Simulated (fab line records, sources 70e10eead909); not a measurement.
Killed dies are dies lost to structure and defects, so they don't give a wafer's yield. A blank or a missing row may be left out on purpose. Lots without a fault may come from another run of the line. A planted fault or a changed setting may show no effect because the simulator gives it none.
Which tool did it? | flow nand_harc | 12 lots, 36 wafers sampled, at 1 step of a route of 1159

WHAT THE GAUGES READ, wafer by wafer
NHARC_P_STI_CD_MEAS_16.
lot  | measured    | on        | cd_nm (nm)
L075 | day 2 17:27 | cd_sem-01 | 201 196 198
L077 | day 3 05:34 | cd_sem-03 | 198 197 197
L079 | day 3 17:53 | cd_sem-03 | 202 205 203
L081 | day 4 03:22 | cd_sem-03 | 202 206 197
L083 | day 4 17:40 | cd_sem-03 | 200 196 198
L085 | day 5 07:21 | cd_sem-01 | 199 201 195
L088 | day 5 23:20 | cd_sem-01 | 199 199 198
L090 | day 6 08:07 | cd_sem-03 | 206 198 205
L091 | day 6 17:49 | cd_sem-02 | 200 197 199
L093 | day 7 05:26 | cd_sem-01 | 202 199 196
L095 | day 7 14:37 | cd_sem-02 | 195 199 200
L096 | day 8 02:09 | cd_sem-03 | 199 200 201

WHICH TOOL RAN EACH LOT (tool, then ch and the chambers of the sampled wafers, then the start)
The record holds no process step before these readings.

THE ANSWER, worked out from the rows above alone
Rule: what is usual is taken from the lots themselves. Put in order of their means at a reading, lots are off if they are a third of the lots or fewer, leave a main group of 4 or more, and stand apart from it by a gap of 3 or more times the standard deviation of the main group's means; of several such gaps the widest counts. A main group whose means are all the same, to the digits that the tables above print for the reading, isn't used. A lot without any number at a reading at which 4 lots or more have one is off too. The other lots that the step has rows for count as sound.
No lot is off at any reading shown: from this, nothing can be told.

WHAT THE SIMULATOR HAD PUT IN
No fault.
